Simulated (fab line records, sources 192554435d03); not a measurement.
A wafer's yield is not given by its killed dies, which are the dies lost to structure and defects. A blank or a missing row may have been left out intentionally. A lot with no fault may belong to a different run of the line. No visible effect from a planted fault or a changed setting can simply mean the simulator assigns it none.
Tool commonality check + flow n5-finfet + 11 lots and 33 wafers in the sample

THE REASON FOR OPENING IT
At N5_MIM_TOP_LITHO_CD_MEAS_08 the reading cd-nm is flagged on 2 of 11 lots. Fault-free wafers read 1999.9 nm, with a standard deviation of 1.6.
Rule: flag the lot when none of its wafers has a number, or when each of its wafers that has one lies beyond 4 standard deviations from that mean. All remaining lots are regarded as sound.

| lot  | measured     | on        | cd-nm (nm), wafer by wafer | flag    |
|------|--------------|-----------|----------------------------|---------|
| L422 | day 12 18:29 | cd-sem-01 | 2000.0 1998.9 2000.3       |         |
| L428 | day 14 00:40 | cd-sem-02 | 2001.5 2002.8 2000.9       |         |
| L429 | day 14 11:48 | cd-sem-03 | 1998.8 1999.4 1998.7       |         |
| L432 | day 14 16:48 | cd-sem-03 | 2001.0 2000.5 2002.8       |         |
| L436 | day 15 17:23 | cd-sem-02 | 2012.4 2011.7 2011.9       | FLAGGED |
| L433 | day 16 00:51 | cd-sem-02 | 2007.9 2009.7 2010.3       | FLAGGED |
| L438 | day 16 01:01 | cd-sem-01 | 2002.3 2002.2 2002.3       |         |
| L439 | day 16 05:22 | cd-sem-03 | 1999.1 2000.9 1999.6       |         |
| L440 | day 16 16:58 | cd-sem-03 | 2001.6 2000.6 2002.0       |         |
| L441 | day 17 11:10 | cd-sem-01 | 2001.2 1999.8 2000.3       |         |
| L443 | day 18 02:46 | cd-sem-02 | 1997.6 1997.5 1998.3       |         |
Average over the flagged lots: 2010.7 nm; offset from the usual +10.8 nm, equal to +7 standard deviations.

WHICH TOOL EACH LOT WENT THROUGH
Before the reading, the record contains 2 process steps out of a 1938-step route. Each cell gives the tool, then ch followed by the chambers the sampled wafers passed through, then the start.
| lot  | flag    | N5_MIM_TOP_ALD_00                | N5_MIM_TOP_LITHO_EXPOSE_05        |
|------|---------|----------------------------------|-----------------------------------|
| L422 |         | ald-hk-02 ch 2,3, day 12 13:10   | krf-scanner-01 ch 0, day 12 18:19 |
| L428 |         | ald-hk-02 ch 0,2,3, day 13 21:52 | krf-scanner-01 ch 0, day 14 00:30 |
| L429 |         | ald-hk-01 ch 0,1,3, day 14 10:40 | krf-scanner-02 ch 0, day 14 11:37 |
| L432 |         | ald-hk-01 ch 1,2, day 14 14:59   | krf-scanner-02 ch 0, day 14 16:38 |
| L436 | FLAGGED | ald-hk-02 ch 0,2,3, day 15 16:05 | krf-scanner-02 ch 0, day 15 17:13 |
| L433 | FLAGGED | ald-hk-01 ch 0,3, day 15 21:34   | krf-scanner-02 ch 0, day 16 00:41 |
| L438 |         | ald-hk-03 ch 0,1,3, day 15 21:47 | krf-scanner-01 ch 0, day 16 00:50 |
| L439 |         | ald-hk-03 ch 1,2,3, day 16 03:54 | krf-scanner-01 ch 0, day 16 05:12 |
| L440 |         | ald-hk-02 ch 0,1,2, day 16 16:04 | krf-scanner-01 ch 0, day 16 16:48 |
| L441 |         | ald-hk-03 ch 2,3, day 17 09:38   | krf-scanner-01 ch 0, day 17 10:59 |
| L443 |         | ald-hk-03 ch 0,1, day 17 23:15   | krf-scanner-01 ch 0, day 18 02:35 |
What the steps here do:
- N5_MIM_TOP_ALD_00: deposits Al2O3, purge time 3 s, co reactant pulse time 3 s.
- N5_MIM_TOP_LITHO_EXPOSE_05: exposes mask MIM TOP, target cd 2000 nm.
- N5_MIM_TOP_LITHO_CD_MEAS_08: target cd 2000 nm.

FLAGGED OVER TOTAL, TOOL BY TOOL (the gauges that took the reading come last)
| step                        | tool           | lots run | flagged | share of the flagged lots | sound lots run after its first flagged lot |
|-----------------------------|----------------|----------|---------|---------------------------|--------------------------------------------|
| N5_MIM_TOP_ALD_00           | ald-hk-01      | 3        | 1       | some                      | 0                                          |
| N5_MIM_TOP_ALD_00           | ald-hk-02      | 4        | 1       | some                      | 1 (L440)                                   |
| N5_MIM_TOP_ALD_00           | ald-hk-03      | 4        | 0       | none                      | -                                          |
| N5_MIM_TOP_LITHO_EXPOSE_05  | krf-scanner-01 | 7        | 0       | none                      | -                                          |
| N5_MIM_TOP_LITHO_EXPOSE_05  | krf-scanner-02 | 4        | 2       | all                       | 0                                          |
| N5_MIM_TOP_LITHO_CD_MEAS_08 | cd-sem-01      | 3        | 0       | none                      | -                                          |
| N5_MIM_TOP_LITHO_CD_MEAS_08 | cd-sem-02      | 4        | 2       | all                       | 1 (L443)                                   |
| N5_MIM_TOP_LITHO_CD_MEAS_08 | cd-sem-03      | 4        | 0       | none                      | -                                          |

WHAT IS ALLOWED BY THE TABLE
2 rows of the table ran every flagged lot: krf-scanner-02 at N5_MIM_TOP_LITHO_EXPOSE_05, cd-sem-02 at N5_MIM_TOP_LITHO_CD_MEAS_08.
- krf-scanner-02 at N5_MIM_TOP_LITHO_EXPOSE_05: 2 of its 4 lots flagged. Last sound lot L432 at day 14 16:38, first flagged lot L436 at day 15 17:13; a fault beginning in between fits. Its own readings (exposure-dose-mJ-cm2) fall more than 4 standard deviations out on all wafers of the flagged lots.
- cd-sem-02 at N5_MIM_TOP_LITHO_CD_MEAS_08: 2 of its 4 lots flagged. After the first flagged lot (L443), sound lots still ran on it; a lasting fault on the whole tool would not permit that.
Just one tool remains: krf-scanner-02 at N5_MIM_TOP_LITHO_EXPOSE_05.

WHAT THE SIMULATOR PUT IN
Drift in process parameters on krf-scanner-02 at N5_MIM_TOP_LITHO_EXPOSE_05, starting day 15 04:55. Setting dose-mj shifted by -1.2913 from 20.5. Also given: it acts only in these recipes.
Shown lots that were struck: L436, L433. Same finding as the rule above.
